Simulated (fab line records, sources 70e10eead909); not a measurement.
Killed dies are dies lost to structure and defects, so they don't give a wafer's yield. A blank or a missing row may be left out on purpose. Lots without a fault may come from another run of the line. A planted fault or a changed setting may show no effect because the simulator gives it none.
fab line records | flow nand_harc
record lots=14 wafers=42 last_day=33
route steps=1302 shown A_ONON_D1@424 THIN_TSV@1265 END@1302
lots that met no fault: from a run of the same line without faults
start_h: hours from the record's first day to the start of the lot's first wafer shown | wait_h: hours since the lot's step before | " the same as in the row above | L1.1+2: a row that stands for several wafers | - no value, or no start given | * or withheld: withheld | < > ~ a bound
route shown NAME@n: a module of which the file shows steps, and the number in the route of the first | usual: mean/standard deviation of fault-free wafers | same: alike in all rows | chamber/n: place in a boat | sites: the reading at each site | _std_site: their standard deviation | _edge_site: outer sites' mean less inner sites' | radius_mm: how far each site lies from the wafer's centre | mask NAME#n: copy n | behind: the tool/chamber that last shaped the wafer | hold: why the lot was held/for how many hours/how that ended | device: the transistor (n, p or np) that didn't switch | end of line: the same wafers' tests at the end of the route | a step without rows: its recipe alone | killed: dies lost to structure and defects at the first sort, not the wafer's yield | map: a wafer's dies, x killed, . not, _ none there
set.NAME: the setting as run; set.NAME@STEP: as run at that earlier step | model.NAME: the simulator's own value behind a step, which no gauge read
steps of the route over a sample of lots; a table a step, a row a wafer
services: from which hour (start_h, from the record's first day; less than 0 if before it) a tool's chamber was out of use, for how many hours, and why
## steps
# step NHARC_A_ONON_D1_DEP_00
# recipe target_thk_a=10000 n2_flow_sccm=2750 n2o_flow_sccm=2000 nh3_flow_sccm=500 sih4_flow_sccm=210 temp_c=400
# columns lot.wafer tool chamber start_h wait_h
L661.2+3+4 pecvd_onon-04 0 170.50 0.1
L662.1+3+4 pecvd_onon-04 0 180.03 0.1
L663.2+5+6 pecvd_onon-01 0 192.42 0.1
L664.1+2+3 pecvd_onon-04 0 200.31 0.1
L666.1+4+6 pecvd_onon-02 0 215.04 0.1
L665.1+4+6 pecvd_onon-04 0 215.04 0.1
L667.1+2+5 pecvd_onon-04 0 237.79 0.1
L668.2+3+6 pecvd_onon-02 0 237.85 0.1
L669.3+4+5 pecvd_onon-04 0 254.58 0.2
L670.1+2+4 pecvd_onon-04 0 262.59 0.1
L671.1+2+6 pecvd_onon-04 0 268.46 0.1
L672.1+2+5 pecvd_onon-04 0 279.28 0.1
L681.1+2+3 pecvd_onon-04 0 371.41 0.1
L683.1+4+5 pecvd_onon-01 0 392.08 0.1
# step NHARC_THIN_TSV_STRIP_45
# recipe power_w=1500 temp_c=250 chemistry=O2
# usual drypump_motor_current_A=5.8/0.53 heater_power_w=342/29
# columns lot.wafer tool chamber start_h wait_h drypump_motor_current_A heater_power_w rf_hours_counter_h
L661.2 plasma_asher-02 0 558.05 0.1 5.6 291 26
L661.4 " 1 " " 5.1 370 -
L661.3 " 0 " " 5.6 292 -
L662.1 plasma_asher-02 1 571.69 0.1 5.1 367 29
L662.3 " 1 " " 5.1 360 -
L662.4 " 0 " " 5.6 296 -
L663.2 plasma_asher-01 1 580.29 0.2 6.6 367 11
L663.6 " 1 " " 6.5 377 -
L663.5 " 0 " " 5.8 338 -
L664.2 plasma_asher-02 0 581.55 0.1 5.6 298 31
L664.1 " 1 " " 5.1 363 31
L664.3 " 1 " " 5.1 364 -
L666.1 plasma_asher-01 0 600.88 0.1 5.8 332 15
L666.4 " 1 " " 6.6 378 -
L666.6 " 0 " " 5.8 329 -
L665.1 plasma_asher-02 0 601.94 0.1 5.6 302 35
L665.4 " 0 " " 5.6 293 -
L665.6 " 1 " " 5.1 365 -
L668.2 plasma_asher-01 1 625.10 0.7 6.6 366 21
L668.3 " 1 " " 6.6 373 -
L668.6 " 1 " " 6.6 364 -
L667.1 plasma_asher-01 0 628.96 0.1 5.8 340 22
L667.2 " 1 " " 6.6 370 22
L667.5 " 0 " " 5.8 333 -
L669.4 plasma_asher-01 0 646.86 0.2 5.8 337 -
L669.3 " 1 " " 6.6 376 -
L669.5 " 0 " " 5.8 334 -
L670.1 plasma_asher-02 1 654.81 0.1 5.1 361 7
L670.2 " 0 " " 5.6 300 7
L670.4 " 0 " " 5.6 298 -
L671.2 plasma_asher-01 1 655.86 0.1 6.6 374 28
L671.1 " 0 " " 5.8 328 28
L671.6 " 0 " " 5.8 331 -
L672.1 plasma_asher-01 0 664.78 0.1 5.8 339 30
L672.2 " 1 " " 6.6 369 30
L672.5 " 1 " " 6.6 371 -
L681.1 plasma_asher-02 0 756.56 0.1 5.6 290 29
L681.2 " 1 " " 5.1 356 29
L681.3 " 0 " " 5.6 310 -
L683.1 plasma_asher-02 0 766.72 0.1 5.6 301 30
L683.4 " 1 " " 5.1 362 -
L683.5 " 0 " " 5.6 300 -
# step NHARC_THIN_TSV_PRE_CLEAN_50
# recipe time_s=30 temp_c=280 gas=H2/He
# usual heater_power_w=394/24
# columns lot.wafer tool chamber start_h wait_h heater_power_w
L661.2 pvd_sputter-02 - - - 431
L661.4 " - " " 392
L661.3 " - " " 393
L662.3 pvd_sputter-02 - - - 401
L662.4 " - " " 419
L662.1 " - " " 393
L663.2 pvd_sputter-02 - - - 382
L663.5 " - " " 439
L663.6 " - " " 402
L664.2 pvd_sputter-03 - - - 394
L664.3 " - " " 364
L664.1 " - " " 417
L666.4 pvd_sputter-02 - - - 424
L666.1 " - " " 380
L666.6 " - " " 401
L665.4 pvd_sputter-02 - - - 407
L665.1 " - " " 400
L665.6 " - " " 396
L668.3 pvd_sputter-02 - - - 399
L668.2 " - " " 391
L668.6 " - " " 439
L667.1 pvd_sputter-01 - - - 342
L667.2 " - " " 413
L667.5 " - " " 347
L669.4 pvd_sputter-03 - - - 406
L669.3 " - " " 387
L669.5 " - " " 361
L670.4 pvd_sputter-01 - - - 359
L670.1 " - " " 365
L670.2 " - " " 437
L671.1 pvd_sputter-02 - - - 394
L671.2 " - " " 385
L671.6 " - " " 403
L672.2 pvd_sputter-03 - - - 368
L672.1 " - " " 397
L672.5 " - " " 434
L681.3 pvd_sputter-02 - 758.68 0.1 406
L681.1 " - " " 376
L681.2 " - " " 368
L683.1 pvd_sputter-02 - - - 373
L683.4 " - " " 353
L683.5 " - " " 383
# step NHARC_THIN_TSV_DEGAS_53
# recipe temp_c=300 time_s=60
# usual heater_power_w=447/28
# columns lot.wafer tool chamber start_h wait_h heater_power_w
L661.4 pvd_sputter-02 - 562.14 0.1 451
L661.3 " - " " 493
L661.2 " - " " 451
L662.3 pvd_sputter-03 - 575.41 0.1 433
L662.4 " - " " 416
L662.1 " - " " 469
L663.2 pvd_sputter-02 - 584.02 0.1 464
L663.6 " - " " 452
L663.5 " - " " 483
L664.2 pvd_sputter-02 - 585.26 0.1 464
L664.3 " - " " 455
L664.1 " - " " 492
L666.4 pvd_sputter-01 - 604.65 0.1 488
L666.1 " - " " 398
L666.6 " - " " 473
L665.1 pvd_sputter-03 - 605.68 0.1 417
L665.4 " - " " 470
L665.6 " - " " 452
L668.2 pvd_sputter-01 - 628.83 0.1 403
L668.3 " - " " 489
L668.6 " - " " 478
L667.1 pvd_sputter-02 - 632.69 0.1 476
L667.2 " - " " 465
L667.5 " - " " 479
L669.4 pvd_sputter-01 - 650.57 0.1 456
L669.3 " - " " 499
L669.5 " - " " 410
L670.4 pvd_sputter-02 - 658.53 0.1 465
L670.2 " - " " 436
L670.1 " - " " 419
L671.1 pvd_sputter-01 - 659.70 0.1 417
L671.2 " - " " 467
L671.6 " - " " 508
L672.2 pvd_sputter-03 - 668.51 0.1 438
L672.1 " - " " 457
L672.5 " - " " 483
L681.2 pvd_sputter-02 - 760.95 0.1 433
L681.1 " - " " 436
L681.3 " - " " 466
L683.4 pvd_sputter-02 - 770.39 0.1 432
L683.1 " - " " 472
L683.5 " - " " 428
# step NHARC_END_SORT_01
# recipe temp_c=25
# usual killed_at_array=56/20 killed_at_other=0.9/1.1 killed_at_periphery=3.7/3 killed_dies=61/21 killed_open=2.9/1.6 killed_short=2.6/1.4
# same gross_dies=677
# columns lot.wafer tool chamber start_h wait_h killed_at_array killed_at_other killed_at_periphery killed_dies killed_open killed_short
L671.1 prober-01 0 669.60 2.5 160 0 11 171 2 2
L671.2 prober-01 0 670.40 2.8 140 2 12 154 3 4
L671.6 prober-01 0 673.60 4.0 169 1 7 177 3 2
L672.1 prober-02 0 678.69 2.6 131 1 2 134 2 1
L672.2 prober-02 0 679.49 2.9 116 1 2 119 2 2
L672.5 prober-02 0 681.91 3.7 129 1 2 132 4 2
# killed by level:class
L671.1 A_ONON_D1:unspecified=80 A_CHANNEL_HOLE_D1:chamber_film_flake=31 A_SLIT:chamber_film_flake=28 A_CHANNEL_HOLE_D2:chamber_film_flake=10 P_STI:chamber_film_flake=4 P_GATE:chamber_film_flake=4 A_CHANNEL_FILL_D1:geometric_particle:short=2 P_M0:chamber_film_flake=2
L671.2 A_ONON_D1:unspecified=78 A_SLIT:chamber_film_flake=25 A_CHANNEL_HOLE_D1:chamber_film_flake=16 A_CHANNEL_HOLE_D2:chamber_film_flake=10 P_GATE:chamber_film_flake=5 P_STI:chamber_film_flake=3 P_M0:chamber_film_flake=3 A_CONTACT:chamber_film_flake=2
L671.6 A_ONON_D1:unspecified=78 A_CHANNEL_HOLE_D1:chamber_film_flake=36 A_SLIT:chamber_film_flake=32 A_CHANNEL_HOLE_D2:chamber_film_flake=13 P_M0:chamber_film_flake=4 A_CONTACT:chamber_film_flake=3 P_STI:chamber_film_flake=2 A_WL_FILL:chamber_film_flake=2
L672.1 A_ONON_D1:unspecified=82 A_CHANNEL_HOLE_D1:chamber_film_flake=34 A_CHANNEL_FILL_D1:chamber_film_flake=5 A_CHANNEL_FILL_D2:chamber_film_flake=2 A_STAIRCASE:chamber_film_flake=2 A_SOURCE_PLATE:geometric_particle:open=1 A_ONON_D1:geometric_particle:open=1 A_CHANNEL_FILL_D2:geometric_particle:short=1
L672.2 A_ONON_D1:unspecified=80 A_CHANNEL_HOLE_D1:chamber_film_flake=22 A_STAIRCASE:chamber_film_flake=4 A_SLIT:chamber_film_flake=4 A_CHANNEL_HOLE_D1:geometric_particle:short=1 A_CHANNEL_FILL_D1:geometric_particle:short=1 A_WL_FILL:geometric_particle:open=1 STARTING-WAFER:geometric_particle:open=1
L672.5 A_ONON_D1:unspecified=82 A_CHANNEL_HOLE_D1:chamber_film_flake=35 A_CONTACT:geometric_particle:open=2 A_SLIT:chamber_film_flake=2 A_CHANNEL_FILL_D1:chamber_film_flake=2 A_ONON_D1:geometric_particle:short=1 A_WL_FILL:geometric_particle:short=1 A_BLC:geometric_particle:open=1
## services
# columns tool chamber start_h hours kind
plasma_asher-01 - 165.00 9.0 pm
pvd_sputter-01 - 167.06 6.9 repair
pvd_sputter-03 - 170.00 10.0 pm
pvd_sputter-03 - 181.15 18.2 repair
plasma_asher-01 - 228.13 4.3 repair
plasma_asher-02 - 249.29 9.0 pm
pvd_sputter-01 - 274.89 10.0 pm
pvd_sputter-02 - 282.00 10.0 pm
pecvd_onon-04 - 311.00 13.0 pm
plasma_asher-01 - 342.24 9.0 pm
pvd_sputter-03 - 348.00 10.0 pm
pvd_sputter-01 - 371.41 7.4 repair
pvd_sputter-02 - 405.76 0.8 repair
plasma_asher-02 - 426.29 9.0 pm
pvd_sputter-02 - 460.00 10.0 pm
pecvd_onon-04 - 492.00 13.0 pm
plasma_asher-01 - 519.24 9.0 pm
plasma_asher-02 - 603.29 9.0 pm
plasma_asher-02 - 620.71 9.2 repair
pvd_sputter-02 - 638.00 10.0 pm
pecvd_onon-04 - 673.12 13.0 pm
plasma_asher-01 - 696.44 9.0 pm
plasma_asher-02 - 719.89 0.5 repair
plasma_asher-02 - 764.12 1.2 repair
## key
first_sign step=NHARC_END_SORT_01 reading=killed_dies direction=up sigmas=4.2 usual=61 struck=148
effect step=NHARC_END_SORT_01 reading=killed_at_array direction=up sigmas=4.1 usual=56 struck=141
more_kills_born_at NHARC_A_ONON_D1_DEP_00@pecvd_onon-04=480
met_at NHARC_A_ONON_D1_DEP_00
struck_lots L671,L672
tester_left_out L671,L672
not_acting_at NHARC_THIN_TSV_STRIP_45,NHARC_THIN_TSV_PRE_CLEAN_50,NHARC_THIN_TSV_DEGAS_53
onset_between 262.59 268.46
fault kind=chamber_particle_source tool=pecvd_onon-04 chamber=- onset_h=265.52 steps=NHARC_A_ONON_D1_DEP_00 rate_per_visit_cm2=0.62682 end_h=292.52
# tester_left_out: of these lots the tester's yield and bins aren't shown, on N5 and GAA mostly nor the transistor test; their killed dies are dies lost to structure and defects alone, not to doping, threshold or leakage, so they don't give the yield
